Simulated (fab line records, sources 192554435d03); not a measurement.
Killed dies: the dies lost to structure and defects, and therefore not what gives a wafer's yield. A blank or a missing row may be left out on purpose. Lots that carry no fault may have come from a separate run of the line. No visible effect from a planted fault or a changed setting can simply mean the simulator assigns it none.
Which of the tools did it? | flow n5-finfet | 72 wafers from 24 lots sampled at 6 of the route's 1938 steps

== WHAT THE GAUGES READ, wafer by wafer ==
N5_BEOL_M6_CD_MEAS_28: the cd target is 40 nm.
lot  | measured     | on        | cd-nm (nm)
L074 | day 9 20:49  | cd-sem-02 | 39.85 39.87 40.20
L075 | day 10 14:20 | cd-sem-03 | 40.11 40.22 40.05
L077 | day 10 23:14 | cd-sem-02 | 39.86 40.07 40.34
L076 | day 11 11:27 | cd-sem-02 | 39.84 40.04 40.20
L078 | day 11 22:30 | cd-sem-03 | 40.01 40.40 40.14
L079 | day 12 03:52 | cd-sem-03 | 40.40 40.72 40.27
L080 | day 12 13:50 | cd-sem-02 | 39.85 39.74 40.12
L081 | day 13 23:14 | cd-sem-01 | 40.50 40.41 40.03
L083 | day 14 18:12 | cd-sem-03 | 39.80 39.88 39.86
L084 | day 15 01:38 | cd-sem-02 | 40.42 40.46 40.16
L085 | day 15 09:04 | cd-sem-03 | 39.94 40.14 40.17
L086 | day 15 16:06 | cd-sem-01 | 40.31 40.18 39.89
L087 | day 16 02:58 | cd-sem-01 | 39.93 40.03 40.38
L090 | day 16 06:56 | cd-sem-02 | 40.26 40.27 39.76
L088 | day 16 15:22 | cd-sem-03 | 40.20 40.38 39.91
L095 | day 17 02:48 | cd-sem-02 | 39.92 40.00 40.03
L097 | day 17 04:50 | cd-sem-02 | 39.68 40.28 39.85
L091 | day 17 10:06 | cd-sem-03 | 39.95 40.22 40.26
L092 | day 17 20:10 | cd-sem-01 | 40.36 39.81 40.38
L094 | day 18 06:29 | cd-sem-01 | 39.89 39.88 40.06
L093 | day 18 06:32 | cd-sem-01 | 40.30 40.15 39.60
L089 | day 18 06:34 | cd-sem-02 | 40.26 39.97 39.92
L082 | day 18 10:17 | cd-sem-03 | 40.13 40.12 40.11
L096 | day 18 12:37 | cd-sem-02 | 40.14 40.28 40.10

N5_BEOL_M7_OVL_MEAS_12.
lot  | measured     | on         | M7_OVL (nm)
L074 | day 10 00:57 | overlay-01 | -0.7 -1.0 -0.4
L075 | day 10 19:01 | overlay-01 | -0.1 -0.9 0.2
L077 | day 11 07:46 | overlay-01 | -1.3 -1.2 0.5
L076 | day 11 16:34 | overlay-01 | -0.5 -0.1 0.5
L078 | day 12 03:43 | overlay-01 | 0.2 -0.7 -0.6
L079 | day 12 11:50 | overlay-02 | 0.2 0.5 1.1
L080 | day 12 18:12 | overlay-02 | 1.2 0.7 0.3
L081 | day 14 05:48 | overlay-02 | 0.1 -1.1 -0.9
L083 | day 15 03:01 | overlay-01 | 1.2 0.6 0.9
L084 | day 15 06:53 | overlay-02 | -1.3 -0.7 -1.0
L085 | day 15 13:50 | overlay-02 | -0.3 -1.7 -0.1
L086 | day 15 21:43 | overlay-01 | -0.6 -0.4 -0.1
L087 | day 16 11:59 | overlay-02 | 0.4 0.1 0.5
L090 | day 16 12:29 | overlay-02 | -0.9 0.2 -0.2
L088 | day 16 21:05 | overlay-01 | -0.7 -0.1 -0.7
L095 | day 17 11:12 | overlay-01 | 0.1 0.8 -0.3
L097 | day 17 11:22 | overlay-01 | -0.1 -0.4 -0.3
L091 | day 17 15:08 | overlay-02 | -0.9 0.0 0.3
L092 | day 18 07:05 | overlay-01 | 0.4 1.6 0.6
L094 | day 18 11:34 | overlay-02 | 0.3 -1.1 0.5
L093 | day 18 13:23 | overlay-02 | 0.6 2.0 -0.2
L089 | day 18 13:59 | overlay-02 | 1.0 -0.4 0.8
L082 | day 18 18:35 | overlay-02 | 0.1 0.1 0.0
L096 | day 18 18:38 | overlay-01 | 0.5 0.6 1.0

N5_BEOL_M7_INSPECT_30: inspects for defects (brightfield).
lot  | measured     | on                | raw-defect-count
L074 | day 10 03:09 | defect-inspect-02 | 306 483 242
L075 | day 10 23:24 | defect-inspect-01 | 252 365 371
L077 | day 11 11:22 | defect-inspect-01 | 474 301 380
L076 | day 11 22:32 | defect-inspect-01 | 329 313 276
L078 | day 12 07:11 | defect-inspect-02 | 332 438 294
L079 | day 12 13:55 | defect-inspect-01 | 449 408 424
L080 | day 12 22:01 | defect-inspect-02 | 351 412 347
L081 | day 14 10:22 | defect-inspect-02 | 304 360 345
L083 | day 15 05:43 | defect-inspect-01 | 366 479 545
L084 | day 15 08:00 | defect-inspect-01 | 367 367 386
L085 | day 15 16:11 | defect-inspect-02 | 230 289 335
L086 | day 16 00:23 | defect-inspect-01 | 399 337 291
L087 | day 16 15:15 | defect-inspect-01 | 314 361 375
L090 | day 16 15:36 | defect-inspect-01 | 325 313 295
L088 | day 17 00:05 | defect-inspect-01 | 423 415 416
L095 | day 17 13:50 | defect-inspect-02 | 421 253 404
L097 | day 17 13:56 | defect-inspect-01 | 402 311 356
L091 | day 17 20:15 | defect-inspect-02 | 436 344 464
L092 | day 18 08:27 | defect-inspect-01 | 333 582 384
L094 | day 18 13:05 | defect-inspect-02 | 517 371 425
L093 | day 18 16:01 | defect-inspect-02 | 507 329 414
L089 | day 18 15:59 | defect-inspect-01 | 399 339 391
L082 | day 18 19:51 | defect-inspect-02 | 381 480 417
L096 | day 18 20:02 | defect-inspect-01 | 329 349 396

== WHICH TOOL RAN EACH LOT (tool, then ch and the chambers of the sampled wafers, then the start) ==
lot  | N5_BEOL_M6_ETCH_72                 | N5_BEOL_M6_ETCH_41                            | N5_BEOL_M6_DEP_56
L074 | rie-diel-04 ch 0,1, day 9 20:58    | rie-diel-04 ch 0,1, day 9 23:23 or earlier    | pecvd-04 ch 0,1, day 9 23:23
L075 | rie-diel-04 ch 0,1,3, day 10 14:29 | rie-diel-04 ch 0,1,3, day 10 17:41 or earlier | pecvd-03 ch 0,1,2, day 10 17:41
L077 | rie-diel-04 ch 0,2,3, day 10 23:24 | rie-diel-04 ch 0,2,3, day 11 04:33 or earlier | pecvd-04 ch 0,1, day 11 04:33
L076 | rie-diel-05 ch 0,1,3, day 11 11:36 | rie-diel-05 ch 0,1,3, day 11 14:29 or earlier | pecvd-01 ch 0,1,2, day 11 14:29
L078 | rie-diel-04 ch 0,1,2, day 11 22:39 | rie-diel-04 ch 0,1,2, day 12 02:23 or earlier | pecvd-01 ch 0,1,2, day 12 02:23
L079 | rie-diel-02 ch 0,1,3, day 12 04:02 | rie-diel-02 ch 0,1,3, day 12 07:56 or earlier | pecvd-03 ch 0,1,2, day 12 07:56
L080 | rie-diel-04 ch 1,2, day 12 14:02   | rie-diel-04 ch 1,2, day 12 16:36 or earlier   | pecvd-03 ch 1,2, day 12 16:36
L081 | rie-diel-04 ch 0,1,3, day 13 23:23 | rie-diel-04 ch 0,1,3, day 14 02:31 or earlier | pecvd-03 ch 1,2, day 14 02:31
L083 | rie-diel-02 ch 0,1,3, day 14 18:31 | rie-diel-02 ch 0,1,3, day 14 23:06 or earlier | pecvd-04 ch 0,1,2, day 14 23:06
L084 | rie-diel-04 ch 0,2,3, day 15 01:47 | rie-diel-04 ch 0,2,3, day 15 04:38 or earlier | pecvd-01 ch 1,2, day 15 04:38
L085 | rie-diel-05 ch 0,1, day 15 09:13   | rie-diel-05 ch 0,1, day 15 11:54 or earlier   | pecvd-04 ch 0,1,2, day 15 11:54
L086 | rie-diel-05 ch 0,1,2, day 15 16:16 | rie-diel-05 ch 0,1,2, day 15 19:17 or earlier | pecvd-01 ch 0,2, day 15 19:17
L087 | rie-diel-04 ch 0,1,2, day 16 03:08 | rie-diel-04 ch 0,1,2, day 16 07:37 or earlier | pecvd-01 ch 0,2, day 16 07:37
L090 | rie-diel-02 ch 1,2, day 16 07:05   | rie-diel-02 ch 1,2, day 16 09:36 or earlier   | pecvd-04 ch 1,2, day 16 09:36
L088 | rie-diel-05 ch 0,1, day 16 15:31   | rie-diel-05 ch 0,1, day 16 19:53 or earlier   | pecvd-01 ch 0,1,2, day 16 19:53
L095 | rie-diel-04 ch 0,1,2, day 17 03:13 | rie-diel-04 ch 0,1,2, day 17 06:49 or earlier | pecvd-01 ch 0,1,2, day 17 06:49
L097 | rie-diel-04 ch 0,2, day 17 04:59   | rie-diel-04 ch 0,2, day 17 07:35 or earlier   | pecvd-03 ch 0,1,2, day 17 07:35
L091 | rie-diel-02 ch 0,2,3, day 17 10:15 | rie-diel-02 ch 0,2,3, day 17 13:13 or earlier | pecvd-03 ch 0,1,2, day 17 13:13
L092 | rie-diel-04 ch 1,3, day 17 20:19   | rie-diel-04 ch 1,3, day 18 01:30 or earlier   | pecvd-03 ch 0,1,2, day 18 01:30
L094 | rie-diel-02 ch 0,1, day 18 06:50   | rie-diel-02 ch 0,1, day 18 10:20 or earlier   | pecvd-03 ch 0,1,2, day 18 10:20
L093 | rie-diel-04 ch 1,3, day 18 07:03   | rie-diel-04 ch 1,3, day 18 11:10 or earlier   | pecvd-03 ch 1,2, day 18 11:10
L089 | rie-diel-02 ch 1,2,3, day 18 07:14 | rie-diel-02 ch 1,2,3, day 18 11:25 or earlier | pecvd-03 ch 1,2, day 18 11:25
L082 | rie-diel-05 ch 0,1,2, day 18 10:43 | rie-diel-05 ch 0,1,2, day 18 14:14 or earlier | pecvd-04 ch 1,2, day 18 14:14
L096 | rie-diel-04 ch 1,2, day 18 12:52   | rie-diel-04 ch 1,2, day 18 17:16 or earlier   | pecvd-03 ch 0,2, day 18 17:16
- N5_BEOL_M6_ETCH_72: etches underlayer in N2/H2, target depth 6.5 nm, time 5.2 s.
- N5_BEOL_M6_ETCH_41: etches SiCN in CH3F/O2, target depth 29.7 nm, time 52 s.
- N5_BEOL_M6_DEP_56: deposits SiCN from 3MS/NH3, target thk 10 nm, time 17.5 s.

== WHAT THE TOOLS THEMSELVES READ (means of the sampled wafers that have a number; where no wafer has one, the mark that the record gives instead) ==
N5_BEOL_M6_ETCH_72.
lot  | tool        | bias-w (W) | drypump-motor-current-A (A) | etch-rf-on-time-s (s) | h2-flow-sccm (sccm) | n2-flow-sccm (sccm) | oes-product-au (a.u.) | rf-vpp-V (V) | showerhead-plenum-p-Torr (Torr) | throttle-valve-pct (%)
L074 | rie-diel-04 | 150.0      | 5.7                         | 5.24                  | 200.5               | 200.0               | 0.75                  | 524.3        | 2.56                            | 17.91
L075 | rie-diel-04 | 150.0      | 5.6                         | 5.09                  | 199.5               | 198.8               | 0.80                  | 526.3        | 2.59                            | 17.85
L077 | rie-diel-04 | 149.5      | 5.5                         | 5.18                  | 199.5               | 199.5               | 0.73                  | 525.4        | 2.60                            | 17.81
L076 | rie-diel-05 | 150.3      | 6.1                         | 5.24                  | 199.9               | 200.2               | 0.70                  | 525.9        | 2.65                            | 17.90
L078 | rie-diel-04 | 150.3      | 5.6                         | 5.19                  | 199.6               | 200.2               | 0.69                  | 523.8        | 2.56                            | 17.91
L079 | rie-diel-02 | 149.8      | 5.7                         | 5.24                  | 199.4               | 199.2               | 0.62                  | 523.5        | 2.49                            | 17.92
L080 | rie-diel-04 | 150.3      | 5.5                         | 5.27                  | 199.5               | 200.2               | 0.67                  | 522.2        | 2.48                            | 18.00
L081 | rie-diel-04 | 149.6      | 5.6                         | 5.19                  | 200.4               | 199.6               | 0.74                  | 524.7        | 2.58                            | 17.88
L083 | rie-diel-02 | 149.9      | 5.7                         | 5.21                  | 200.3               | 199.8               | 0.61                  | 522.8        | 2.48                            | 17.95
L084 | rie-diel-04 | 149.7      | 5.5                         | 5.17                  | 199.7               | 200.0               | 0.76                  | 526.0        | 2.59                            | 17.70
L085 | rie-diel-05 | 150.2      | 6.0                         | 5.16                  | 199.9               | 199.6               | 0.72                  | 526.5        | 2.63                            | 17.92
L086 | rie-diel-05 | 150.0      | 5.8                         | 5.18                  | 199.6               | 200.2               | 0.74                  | 526.0        | 2.63                            | 17.85
L087 | rie-diel-04 | 150.1      | 5.6                         | 5.24                  | 199.7               | 199.8               | 0.74                  | 524.5        | 2.55                            | 17.78
L090 | rie-diel-02 | 150.3      | 5.7                         | 5.15                  | 199.7               | 199.6               | 0.61                  | 525.3        | 2.63                            | 18.01
L088 | rie-diel-05 | 149.9      | 6.0                         | 5.22                  | 200.1               | 199.9               | 0.71                  | 526.1        | 2.63                            | 17.94
L095 | rie-diel-04 | 149.8      | 5.6                         | 5.13                  | 199.5               | 200.2               | 0.73                  | 523.0        | 2.54                            | 17.81
L097 | rie-diel-04 | 149.8      | 5.5                         | 5.14                  | 199.5               | 200.5               | 0.76                  | 523.5        | 2.55                            | 17.60
L091 | rie-diel-02 | 149.9      | 5.6                         | 5.28                  | 200.1               | 200.1               | 0.69                  | 525.7        | 2.59                            | 17.92
L092 | rie-diel-04 | 149.9      | 5.4                         | 5.19                  | 199.9               | 200.9               | 0.71                  | 523.0        | 2.49                            | 18.02
L094 | rie-diel-02 | 150.5      | 5.7                         | 5.16                  | 200.3               | 200.3               | 0.75                  | 526.9        | 2.68                            | 17.62
L093 | rie-diel-04 | 150.6      | 5.3                         | 5.21                  | 199.8               | 199.7               | 0.72                  | 524.5        | 2.54                            | 17.94
L089 | rie-diel-02 | 149.9      | 5.7                         | 5.23                  | 199.8               | 200.1               | 0.61                  | 523.7        | 2.56                            | 18.11
L082 | rie-diel-05 | 150.0      | 5.8                         | 5.17                  | 199.8               | 199.7               | 0.71                  | 525.2        | 2.62                            | 17.90
L096 | rie-diel-04 | 150.1      | 5.3                         | 5.12                  | 199.7               | 199.7               | 0.73                  | 523.1        | 2.47                            | 17.73

N5_BEOL_M6_ETCH_41.
lot  | tool        | bias-w (W) | drypump-motor-current-A (A) | oes-product-au (a.u.) | rf-vpp-V (V) | showerhead-plenum-p-Torr (Torr) | throttle-valve-pct (%)
L074 | rie-diel-04 | 74.94      | 5.8                         | 0.90                  | 298.6        | 2.00                            | 16.32
L075 | rie-diel-04 | 74.96      | 5.6                         | 0.93                  | 298.4        | 2.03                            | 16.21
L077 | rie-diel-04 | 75.02      | 5.4                         | 0.86                  | 297.6        | 2.04                            | 16.22
L076 | rie-diel-05 | 74.91      | 6.1                         | 0.82                  | 297.9        | 2.07                            | 16.27
L078 | rie-diel-04 | 75.05      | 5.6                         | 0.82                  | 296.9        | 2.01                            | 16.38
L079 | rie-diel-02 | 75.06      | 5.6                         | 0.72                  | 295.1        | 1.96                            | 16.43
L080 | rie-diel-04 | 74.70      | 5.4                         | 0.78                  | 296.1        | 1.95                            | 16.48
L081 | rie-diel-04 | 74.95      | 5.6                         | 0.88                  | 297.7        | 2.03                            | 16.25
L083 | rie-diel-02 | 74.77      | 5.7                         | 0.70                  | 296.4        | 1.95                            | 16.46
L084 | rie-diel-04 | 74.96      | 5.4                         | 0.91                  | 299.0        | 2.04                            | 16.11
L085 | rie-diel-05 | 75.05      | 6.0                         | 0.85                  | 298.9        | 2.05                            | 16.20
L086 | rie-diel-05 | 75.06      | 5.8                         | 0.87                  | 298.0        | 2.06                            | 16.23
L087 | rie-diel-04 | 74.98      | 5.6                         | 0.86                  | 296.3        | 2.00                            | 16.25
L090 | rie-diel-02 | 75.18      | 5.7                         | 0.71                  | 298.5        | 2.07                            | 16.44
L088 | rie-diel-05 | 74.90      | 6.0                         | 0.84                  | 298.6        | 2.05                            | 16.23
L095 | rie-diel-04 | 75.01      | 5.6                         | 0.85                  | 297.6        | 2.00                            | 16.27
L097 | rie-diel-04 | 75.03      | 5.5                         | 0.88                  | 296.8        | 2.01                            | 16.12
L091 | rie-diel-02 | 75.03      | 5.6                         | 0.82                  | 297.9        | 2.04                            | 16.35
L092 | rie-diel-04 | 74.93      | 5.4                         | 0.82                  | 295.9        | 1.96                            | 16.41
L094 | rie-diel-02 | 75.04      | 5.7                         | 0.87                  | 298.8        | 2.11                            | 16.12
L093 | rie-diel-04 | 75.08      | 5.3                         | 0.85                  | 296.7        | 1.99                            | 16.29
L089 | rie-diel-02 | 74.85      | 5.7                         | 0.71                  | 297.0        | 2.01                            | 16.53
L082 | rie-diel-05 | 74.79      | 5.8                         | 0.84                  | 298.5        | 2.06                            | 16.27
L096 | rie-diel-04 | 74.85      | 5.3                         | 0.86                  | 296.3        | 1.95                            | 16.25

N5_BEOL_M6_DEP_56.
lot  | tool     | showerhead-plenum-p-Torr (Torr) | throttle-valve-pct (%)
L074 | pecvd-04 | 3.654                           | 9.0
L075 | pecvd-03 | 3.655                           | 8.9
L077 | pecvd-04 | 3.668                           | 9.0
L076 | pecvd-01 | 3.672                           | 9.1
L078 | pecvd-01 | 3.664                           | 9.0
L079 | pecvd-03 | 3.650                           | 9.0
L080 | pecvd-03 | 3.643                           | 8.7
L081 | pecvd-03 | 3.655                           | 8.8
L083 | pecvd-04 | 3.660                           | 9.1
L084 | pecvd-01 | 3.675                           | 8.9
L085 | pecvd-04 | 3.658                           | 9.2
L086 | pecvd-01 | 3.670                           | 9.1
L087 | pecvd-01 | 3.661                           | 8.8
L090 | pecvd-04 | 3.666                           | 9.0
L088 | pecvd-01 | 3.670                           | 9.2
L095 | pecvd-01 | 3.667                           | 9.3
L097 | pecvd-03 | 3.654                           | 9.1
L091 | pecvd-03 | 3.656                           | 9.2
L092 | pecvd-03 | 3.657                           | 8.9
L094 | pecvd-03 | 3.645                           | 9.0
L093 | pecvd-03 | 3.645                           | 8.9
L089 | pecvd-03 | 3.646                           | 9.1
L082 | pecvd-04 | 3.669                           | 9.0
L096 | pecvd-03 | 3.657                           | 8.9

== THE ANSWER, worked out from the rows above alone ==
Rule: the usual values come from the lots themselves. The widest of any qualifying gaps counts: lots, ordered by their means at a reading, are off when they make up no more than a third of the lots, leave a main group of 4 or more, and stand apart from it by 3 or more times the standard deviation of that group's means. Not used: any main group whose means are identical at the precision the tables above print for the reading. A lot without any number at a reading at which 4 lots or more have one is off too. All remaining lots with rows at the step are treated as sound. First the gauges in route order, then the tools' own readings, where a lot's mean is used as printed above. At the first step where some lot is off, the reading lying furthest off is the one used; lots without a number count as furthest.
Nothing can be told from this: no lot is off at any reading shown.

== WHAT WAS PUT IN BY THE SIMULATOR ==
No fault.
